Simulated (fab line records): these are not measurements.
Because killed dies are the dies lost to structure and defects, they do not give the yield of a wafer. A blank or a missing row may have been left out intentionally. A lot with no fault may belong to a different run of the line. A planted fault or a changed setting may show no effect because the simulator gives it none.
fab line records	flow n5Finfet
record lots=4	wafers=12	lastDay=17
route steps=1938 shown BEOL_M2@922 BEOL_M3@931 BEOL_M4@1111 PASSIVATION@1936
lots that met no fault: from a run of the same line without faults
startH: the number of hours between the record's first day and the start of the first shown wafer of the lot	waitH: hours since the lot's step before	" the same as in the row above	L1.1+2: one row covering several wafers at once	- no value, or no start given	* or withheld: withheld	< > ~ a bound
route shown NAME@n: a module of which the file shows steps, and the number in the route of the first	usual: average and standard deviation across the fault-free wafers	same: alike in all rows	chamber/n: place in a boat	sites: per-site readings	_std_site: their standard deviation	_edge_site: mean of outer sites minus mean of inner sites	radiusMm: how far each site lies from the wafer's centre	mask NAME#n: copy n	behind: the last tool/chamber to shape the wafer	hold: what put the lot on hold/how long, in hours/how the hold closed	device: transistor that didn't switch, given as n, p or np	end of line: the same wafers' tests at the end of the route	a step given without rows: its recipe and nothing more	killed: dies lost to structure and defects at the first sort, not the wafer's yield	map: the dies of a wafer, with x for killed, . for not killed, _ for no die there
set.NAME: the run value of the setting; set.NAME@STEP: its run value at that earlier step	model.NAME: the simulator's own value behind a step, which no gauge read
lots at some steps of the route; a table a step, a row a wafer
services: the hour from which a tool's chamber was out of use, counted from the record's first day as startH (under 0 if before that day), plus the number of hours and why
## steps
# step N5_BEOL_M2_ANNEAL_51
# recipe tempC=225	timeS=90	ambient=N2
# step N5_BEOL_M2_CMP_52
# recipe stopOn=SiOC	tOverpolishS=6.8	downForcePsi=1	platenRpm=50	clearingPlatenDownForcePsi=1.5	clearingPlatenRpm=50	postCmpClean=cuAlkaline	targetThkNm=40	clearingPlatenPadVelocityMS=0.99484	padVelocityMS=0.99484
# step N5_BEOL_M2_PRE_CLEAN_60
# recipe gas=NH3/H2	timeS=15	tempC=*	rfPowerW=300
# step N5_BEOL_M2_CO_CAP_55
# recipe material=Co	targetThkA=20	tempC=200	precursor=CCTBA/H2	pressureTorr=30	timeS=102.1
# step N5_BEOL_M2_PRE_CLEAN_56
# recipe gas=NH3	timeS=15	tempC=withheld	rfPowerW=300
# step N5_BEOL_M2_DEP_57
# recipe material=SiCN	targetThkA=80	tempC=withheld	precursor=3MS/NH3	pressureTorr=3	rfW=202	timeS=14
# step N5_BEOL_M3_ILD_DEP_00
# recipe material=SiOC	targetThkA=790	tempC=350	precursor=DEMS/O2	pressureTorr=5	rfW=500	timeS=15.3
# step N5_BEOL_M3_PECVD_72
# recipe material=SiO2	targetThkA=160	tempC=400	precursor=TEOS/O2	pressureTorr=5.5	rfW=450	teosFlowSccm=53.8	gas=O2	flowSccm=3000	timeS=18
# step N5_BEOL_M3_HM_DEP_02
# recipe material=TiN	targetThkA=200	tempC=25	chamberPressurePa=0.49996
# usual throttleValvePct=30.0/0.67
lot.wafer	tool	chamber	startH	waitH	throttleValvePct	model.TiN_of_BEOL_M3_HM_DEP_02.thkNm
L731.1	pvdSputter-02	-	170.46	1.2	30.1	20
L731.4	"	-	"	"	30.7	20
L731.5	"	-	"	"	29.2	20.2
L741.2	pvdSputter-02	-	227.10	2.0	30.3	19.8
L741.3	"	-	"	"	30.9	14.6
L741.6	"	-	"	"	30.2	14.6
L740.1	pvdSputter-02	-	227.34	0.5	30.3	20
L740.2	"	-	"	"	29.9	19.8
L740.6	"	-	"	"	31.0	14.8
L749.1	pvdSputter-03	-	290.55	1.6	30.7	20.2
L749.3	"	-	"	"	28.6	19.8
L749.4	"	-	"	"	30.0	20
# step N5_BEOL_M3_COAT_61
# recipe resist=SOC	tempC=250	timeS=60	spinRpm=1500	resistThkNm=60
# step N5_BEOL_M3_COAT_62
# recipe resist=SiARC	tempC=220	timeS=60	spinRpm=1500	resistThkNm=12
# step N5_BEOL_M3_COAT_73
# recipe resist=underlayer	tempC=205	timeS=60	spinRpm=1500	resistThkNm=5
# step N5_BEOL_M3_COAT_05
# recipe resist=CAR-EUV	spinRpm=1500	resistThkNm=30
# step N5_BEOL_M3_EBR_07
# recipe solvent=PGMEA	ebrWidthMm=1.5
# step N5_BEOL_M3_SOFTBAKE_06
# recipe tempC=110	timeS=60	resist=CAR-EUV
# step N5_BEOL_M3_EXPOSE_08
# recipe maskId=M3	na=0.33	sourceShape=dipole	sigmaInner=0.369	sigmaOuter=0.767	polarization=unpolarized	doseMj=33
# step N5_BEOL_M3_PEB_09
# recipe pebTempC=100	pebTimeS=60	resist=CAR-EUV
# step N5_BEOL_M3_DEVELOP_10
# recipe developTimeS=30	developer=TMAH	resist=CAR-EUV	rinseLiquid=surfactantRinse	dry=airSpin	devTempC=23
# step N5_BEOL_M3_DESCUM_16
# recipe chemistry=O2	timeS=7	sourcePowerW=50	biasPowerW=20	pressureMtorr=20	rfFrequencyHz=2.712e+07	tempC=40	resist=CAR-EUV	o2FlowSccm=225
# step N5_BEOL_M3_ETCH_74
# recipe chemistry=N2/H2	target=underlayer	targetDepthA=65	maskMaterial=CAR-EUV	timeS=5.2	ionEnergyEv=200	pressureMtorr=30	sourceW=840	biasW=150	n2FlowSccm=200	h2FlowSccm=200	ends=cleared
# step N5_BEOL_M3_ETCH_63
# recipe chemistry=CF4	target=SiARC	targetDepthA=156	maskMaterial=CAR-EUV	timeS=26	ionEnergyEv=80	pressureMtorr=40	sourceW=545	biasW=36	Ar_flow_sccm=100	cf4FlowSccm=100	ends=cleared
# step N5_BEOL_M3_ETCH_64
# recipe chemistry=N2/H2	target=SOC	targetDepthA=750	overetchA=150	maskMaterial=SiARC	tempC=40	timeS=112.5	ionEnergyEv=200	pressureMtorr=30	sourceW=840	biasW=150	n2FlowSccm=200	h2FlowSccm=200
# step N5_BEOL_M3_STRIP_65
# recipe chemistry=N2/H2	tempC=40	n2FlowSccm=200	h2FlowSccm=200	rfFrequencyHz=6e+07
# step N5_BEOL_M3_STRIP_75
# recipe chemistry=N2/H2	tempC=40	n2FlowSccm=200	h2FlowSccm=200	rfFrequencyHz=6e+07
# step N5_BEOL_M3_STRIP_66
# recipe chemistry=CF4	resist=SiARC	powerW=300	biasPowerW=75	pressureMtorr=50	cf4FlowSccm=150	rfFrequencyHz=6e+07
# step N5_BEOL_M3_HM_OPEN_17
# recipe chemistry=Cl2/BCl3	targetDepthA=200	overetchA=60	target=TiN	maskMaterial=SOC	ionEnergyEv=150	pressureMtorr=10	icpW=1000	biasW=126	Cl2_flow_sccm=53.25	bcl3FlowSccm=21.75	Ar_flow_sccm=25
# usual chamberPressureMTorr=10.000/0.0094	drypumpMotorCurrentA=5.8/0.35	oesProductAu=0.66/0.12	throttleValvePct=22.1/0.32
lot.wafer	tool	chamber	startH	waitH	chamberPressureMTorr	drypumpMotorCurrentA	oesProductAu	rfHoursCounterH	throttleValvePct	model.etch.depthNm
L731.1	rieMetal-01	1	171.24	0.0	9.994	5.6	0.81	2	22.4	20.03
L731.4	"	1	"	"	10.001	5.6	0.81	-	22.4	20.03
L731.5	"	0	"	"	10.002	6.5	0.52	-	22.3	20.11
L741.2	rieMetal-03	1	228.11	0.0	9.992	5.6	0.55	107	22.2	19.85
L741.3	"	1	"	"	9.997	5.6	0.47	-	22.3	14.56
L741.6	"	1	"	"	9.978	5.6	0.47	-	22.3	14.56
L740.1	rieMetal-01	1	228.22	0.0	10.009	5.5	0.77	8	22.4	20.1
L740.2	"	1	"	"	10.003	5.5	0.77	-	22.4	19.83
L740.6	"	1	"	"	9.998	5.5	0.66	-	22.6	14.74
L749.1	rieMetal-01	0	291.33	0.0	10.007	6.5	0.78	5	21.9	20.27
L749.3	"	1	"	"	10.001	5.5	0.74	-	22.5	19.77
L749.4	"	0	"	"	10.014	6.5	0.77	-	21.9	19.93
# step N5_BEOL_M3_STRIP_19
# recipe chemistry=O2	powerW=400	tempC=40	pressureMtorr=30	rfFrequencyHz=6e+07	biasPowerW=0	overashFraction=0.2	o2FlowSccm=225
# step N5_BEOL_M3_COAT_67
# recipe resist=SOC	tempC=250	timeS=60	spinRpm=1500	resistThkNm=60
# step N5_BEOL_M3_COAT_68
# recipe resist=SiARC	tempC=220	timeS=60	spinRpm=1500	resistThkNm=12
# step N5_BEOL_M3_COAT_76
# recipe resist=underlayer	tempC=205	timeS=60	spinRpm=1500	resistThkNm=5
# step N5_BEOL_M3_COAT_22
# recipe resist=CAR-EUV	spinRpm=1500	resistThkNm=30
# step N5_BEOL_M3_EBR_24
# recipe solvent=PGMEA	ebrWidthMm=1.5
# step N5_BEOL_M3_SOFTBAKE_23
# recipe tempC=110	timeS=60	resist=CAR-EUV
# step N5_BEOL_M3_EXPOSE_25
# recipe maskId=V2	na=0.33	sourceShape=quasar	sigmaInner=0.2	sigmaOuter=0.8	polarization=unpolarized	defocusNm=5	doseMj=63
# step N5_BEOL_M3_TRENCH_ETCH_37
# recipe chemistry=C4F6/O2	targetDepthA=555.55	target=SiOC	timeS=29.2	ionEnergyEv=250	pressureMtorr=30	sourceW=355	biasW=185	Ar_flow_sccm=300	C4F6_flow_sccm=10	O2_flow_sccm=10
# usual chamberPressureMTorr=29.99/0.035	drypumpMotorCurrentA=5.8/0.42	oesProductAu=0.80/0.07	rfVppV=662/14	showerheadPlenumPTorr=2.86/0.094	throttleValvePct=20.83/0.17
lot.wafer	tool	chamber	startH	waitH	chamberPressureMTorr	drypumpMotorCurrentA	oesProductAu	rfHoursCounterH	rfVppV	showerheadPlenumPTorr	throttleValvePct	model.TiN_of_BEOL_M3_HM_DEP_02.thkNm
L731.1	rieDiel-05	2	-	-	29.99	5.3	0.80	107	688	2.85	20.99	17.6
L731.4	"	3	"	"	29.96	6.2	0.71	222	644	2.91	20.75	17.8
L731.5	"	0	"	"	30.00	5.9	0.95	-	678	2.90	20.74	17.8
L741.2	rieDiel-01	3	-	-	29.95	6.0	0.76	169	660	2.86	20.86	17.6
L741.3	"	2	"	"	29.97	5.2	0.78	123	651	2.77	21.04	12.2
L741.6	"	3	"	"	30.00	6.0	0.75	-	661	2.86	20.86	12.2
L740.1	rieDiel-05	3	-	-	29.95	6.2	0.71	240	644	2.90	20.77	17.8
L740.2	"	0	"	"	29.99	5.9	0.89	27	677	2.90	20.77	17.6
L740.6	"	1	"	"	29.99	6.2	0.77	-	660	2.77	21.04	12.4
L749.1	rieDiel-01	0	-	-	29.93	6.1	0.71	220	666	2.91	20.78	18
L749.3	"	1	"	"	29.98	6.4	0.79	104	647	2.76	20.67	17.4
L749.4	"	3	"	"	30.04	6.0	0.74	191	660	2.85	20.88	17.6
# step N5_BEOL_M4_RC_MEAS_101
# usual DIBL_N=36.5/1.7	DIBL_P=36.3/2.1	IOFF_N=0.16/0.036	IOFF_P=0.21/0.037	ION_N=676/12	ION_P=462/7.6	SS_N=71.5/0.68	SS_P=73.3/0.63	VT_N=249/3.5	VT_P=-250/3.5
lot.wafer	tool	chamber	startH	waitH	DIBL_N[mV/V]	DIBL_P[mV/V]	IOFF_N[nA/um]	IOFF_P[nA/um]	ION_N[uA/um]	ION_P[uA/um]	SS_N[mV/dec]	SS_P[mV/dec]	VT_N[mV]	VT_P[mV]
L731.1	prober-01	0	193.63	0.0	35.4	35.1	0.14	0.19	678	461	70.3	73.0	251	-249
L731.4	"	0	"	"	35.8	35.2	0.14	0.19	667	460	70.3	72.7	254	-250
L731.5	"	0	"	"	34.5	34.2	0.13	0.19	663	458	70.7	72.7	251	-249
L741.2	prober-02	0	251.75	0.2	40.0	41.2	0.30	0.30	700	468	72.7	74.5	239	-247
L741.3	"	0	"	"	35.3	35.6	0.16	0.19	685	459	72.0	72.3	248	-253
L741.6	"	0	"	"	35.2	36.5	0.16	0.20	683	465	72.4	72.7	248	-253
L740.1	prober-02	0	254.55	0.0	33.8	32.1	0.12	0.19	656	465	71.3	72.7	252	-247
L740.2	"	0	"	"	36.8	35.5	0.16	0.24	676	466	71.8	73.0	248	-247
L740.6	"	0	"	"	36.5	35.6	0.16	0.24	670	467	71.1	72.9	248	-247
L749.1	prober-02	0	310.71	0.0	36.5	37.3	0.16	0.23	685	476	71.7	73.9	247	-249
L749.3	"	0	"	"	34.3	33.8	0.12	0.19	667	466	70.7	73.0	253	-250
L749.4	"	0	"	"	37.0	35.8	0.15	0.21	676	469	71.6	72.9	250	-248
# step N5_PASSIVATION_PROBE_49
# usual defectLimitedYield=91.4/1.5	killed_at_M0_to_M3=34/12	killed_at_M4_up=12/4.9	killedAtContacts=13/7.2	killedAtFrontEnd=39/12	killedAtOther=3.7/2.9	killedDies=101/18	killedOnRim=13/4	killedOpen=67/14	killedShort=33/7.2	sort_bin_4_leakage=0.00/0.022	sort_bin_5_function=5.1/0.97	sort_bin_6_memory=3.2/0.67	sortNPass=1079/17	sortYieldPct=91.4/1.5
# same grossDies=1180	killedAtBackSide=0	sort_bin_8_speed[%]=0
lot.wafer	tool	chamber	startH	waitH	defectLimitedYield[%]	killed_at_M0_to_M3	killed_at_M4_up	killedAtContacts	killedAtFrontEnd	killedAtOther	killedDies	killedOnRim	killedOpen	killedShort	sort_bin_4_leakage[%]	sort_bin_5_function[%]	sort_bin_6_memory[%]	sortNPass	sortYieldPct[%]
L731.1	prober-01	-	299.28	0.0	91.6	23	16	7	48	5	99	6	53	42	0	4.7	3.1	1081	91.6
L731.4	prober-01	-	299.43	0.2	91.1	20	14	7	57	7	105	12	65	40	0	4.7	3.8	1075	91.1
L731.5	prober-01	-	299.48	0.2	92.7	14	9	24	35	4	86	10	63	23	0	4.3	2.7	1094	92.7
L741.2	prober-02	-	362.37	0.1	94.2	23	10	0	36	0	69	9	42	27	0.08	3.6	1.9	1110	94.1
L741.3	prober-02	-	362.42	0.1	94.8	16	5	9	29	2	61	7	39	19	0	3.1	1.7	1119	94.8
L741.6	prober-02	-	362.57	0.3	91.7	40	12	10	32	4	98	10	69	28	0	4.7	3.4	1082	91.7
L740.1	prober-01	-	364.29	0.0	94.2	20	11	12	22	3	68	8	52	16	0	3.8	1.9	1112	94.2
L740.2	prober-01	-	364.34	0.1	91.9	18	11	20	46	1	96	12	58	35	0	4.7	3.0	1084	91.9
L740.6	prober-01	-	364.54	0.3	93.2	23	8	8	39	2	80	9	50	27	0	3.6	3.1	1100	93.2
L749.1	prober-01	-	410.95	0.0	92.5	32	1	14	37	4	88	10	55	32	0	4.4	3.0	1092	92.5
L749.3	prober-01	-	411.05	0.1	91.0	41	7	20	35	3	106	17	71	32	0	5.3	3.1	1074	91.0
L749.4	prober-01	-	411.10	0.2	92.0	28	7	21	32	6	94	12	62	32	0	4.4	3.3	1086	92.0
# killed by level:class
L731.1 FIN_SAQP:geometricParticle:short=19 FIN_SAQP:geometricParticle:open=10 BEOL_M1:geometricParticle:short=8 MOL_CONTACT_COAG:geometricParticle:open=7 BEOL_M4:geometricParticle:open=5 ILD0:geometricParticle:open=5 DUMMY_GATE:geometricParticle:open=4 BEOL_M2:geometricParticle:open=4
L731.4 FIN_SAQP:geometricParticle:open=19 STI_FIN_REVEAL:geometricParticle:open=9 ILD0:geometricParticle:short=9 FIN_SAQP:geometricParticle:short=8 BEOL_M4:geometricParticle:open=8 BEOL_M0_SAQP:geometricParticle:short=5 STI_FIN_REVEAL:geometricParticle:short=4 MOL_CONTACT_COAG:geometricParticle:open=4
L731.5 MOL_CONTACT_COAG:geometricParticle:open=20 FIN_SAQP:geometricParticle:open=12 STI_FIN_REVEAL:geometricParticle:open=8 FIN_SAQP:geometricParticle:short=4 GATE_CUT:geometricParticle:short=4 MOL_CONTACT_COAG:geometricParticle:short=4 BEOL_M4:geometricParticle:open=4 BEOL_M0_SAQP:geometricParticle:short=3
L741.2 FIN_SAQP:geometricParticle:open=7 BEOL_M0_SAQP:geometricParticle:short=7 FIN_SAQP:geometricParticle:short=6 BEOL_M3:geometricParticle:open=6 STARTING-WAFER:geometricParticle:short=5 GATE_CUT:geometricParticle:short=4 BEOL_M5:geometricParticle:open=4 STARTING-WAFER:geometricParticle:open=4
L741.3 FIN_SAQP:geometricParticle:open=7 MOL_CONTACT_COAG:geometricParticle:open=7 STI_FIN_REVEAL:geometricParticle:open=6 BEOL_M0_SAQP:geometricParticle:short=4 GATE_CUT:geometricParticle:short=3 BEOL_M1:geometricParticle:open=3 BEOL_M3:geometricParticle:open=3 BEOL_M7:geometricParticle:open=3
L741.6 BEOL_M0_SAQP:geometricParticle:open=17 BEOL_M0_SAQP:geometricParticle:short=8 BEOL_M1:geometricParticle:open=7 MOL_CONTACT_COAG:geometricParticle:open=6 STI_FIN_REVEAL:geometricParticle:open=6 FIN_SAQP:geometricParticle:open=4 GATE_CUT:geometricParticle:open=4 GATE_CUT:geometricParticle:short=4
L740.1 MOL_CONTACT_COAG:geometricParticle:open=9 GATE_CUT:geometricParticle:open=6 BEOL_M2:geometricParticle:open=6 DUMMY_GATE:geometricParticle:open=4 BEOL_M2:geometricParticle:short=4 BEOL_M3:geometricParticle:open=4 BEOL_M5:geometricParticle:open=4 STARTING-WAFER:geometricParticle:open=4
L740.2 FIN_SAQP:geometricParticle:open=14 MOL_CONTACT_COAG:geometricParticle:open=14 GATE_CUT:geometricParticle:short=7 MOL_CONTACT_COAG:geometricParticle:short=6 BEOL_M3:geometricParticle:open=5 BEOL_M4:geometricParticle:open=5 BEOL_M4:geometricParticle:short=4 STI_FIN_REVEAL:geometricParticle:open=3
L740.6 STI_FIN_REVEAL:geometricParticle:open=12 MOL_CONTACT_COAG:geometricParticle:open=7 BEOL_M2:geometricParticle:open=7 FIN_SAQP:geometricParticle:short=6 DUMMY_GATE:geometricParticle:open=6 BEOL_M3:geometricParticle:open=5 BEOL_M4:geometricParticle:open=4 BEOL_M0_SAQP:geometricParticle:short=3
L749.1 FIN_SAQP:geometricParticle:open=13 MOL_CONTACT_COAG:geometricParticle:open=11 BEOL_M0_SAQP:geometricParticle:short=8 BEOL_M0_SAQP:geometricParticle:open=8 FIN_SAQP:geometricParticle:short=7 STI_FIN_REVEAL:geometricParticle:open=7 BEOL_M1:geometricParticle:short=5 BEOL_M3:geometricParticle:open=5
L749.3 MOL_CONTACT_COAG:geometricParticle:open=17 STI_FIN_REVEAL:geometricParticle:open=14 BEOL_M1:geometricParticle:open=8 BEOL_M0_SAQP:geometricParticle:short=7 BEOL_M2:geometricParticle:open=7 BEOL_M0_SAQP:geometricParticle:open=6 BEOL_M3:geometricParticle:open=5 STI_FIN_REVEAL:geometricParticle:short=4
L749.4 MOL_CONTACT_COAG:geometricParticle:open=16 BEOL_M3:geometricParticle:open=7 FIN_SAQP:geometricParticle:short=6 STI_FIN_REVEAL:geometricParticle:open=6 FIN_SAQP:geometricParticle:open=5 DUMMY_GATE:geometricParticle:open=5 MOL_CONTACT_COAG:geometricParticle:short=5 BEOL_M1:geometricParticle:open=5
## services
tool	chamber	startH	hours	kind
rieDiel-01	3	154.67	14.1	repair
rieMetal-03	-	168.61	0.6	repair
rieMetal-01	-	179.17	2.1	repair
rieDiel-05	2	205.97	1.6	repair
rieMetal-01	0	216.25	-	clean
rieMetal-01	0	216.25	18.0	scheduledDown
rieMetal-01	0	216.25	18.0	ventCycle
rieDiel-05	-	216.89	0.8	repair
rieDiel-05	3	276.30	-	clean
rieDiel-05	3	276.30	-	consumableReplace:focusRing
rieDiel-05	3	276.30	31.9	scheduledDown
rieDiel-05	3	276.30	31.9	ventCycle
## key
firstSign none at tools or gauges
modelEffect step=N5_BEOL_M3_HM_DEP_02	value=TiN_of_BEOL_M3_HM_DEP_02.thkNm	without=19.87	struck=14.67
modelEffect step=N5_BEOL_M3_HM_OPEN_17	value=etch.depthNm	without=19.93	struck=14.62
modelEffect step=N5_BEOL_M3_TRENCH_ETCH_37	value=TiN_of_BEOL_M3_HM_DEP_02.thkNm	without=17.67	struck=12.27
metAt N5_BEOL_M3_HM_DEP_02
struckWafers L740.6,L741.3,L741.6
onsetBetween 170.46 227.10
fault kind=processParameterDrift	tool=pvdSputter-02	chamber=-	onsetH=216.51	steps=N5_BEOL_M3_HM_DEP_02	channel=targetThkA	offset=*	shape=step	endH=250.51	scope=struckWafersOnly	actsIn=*	stated=*
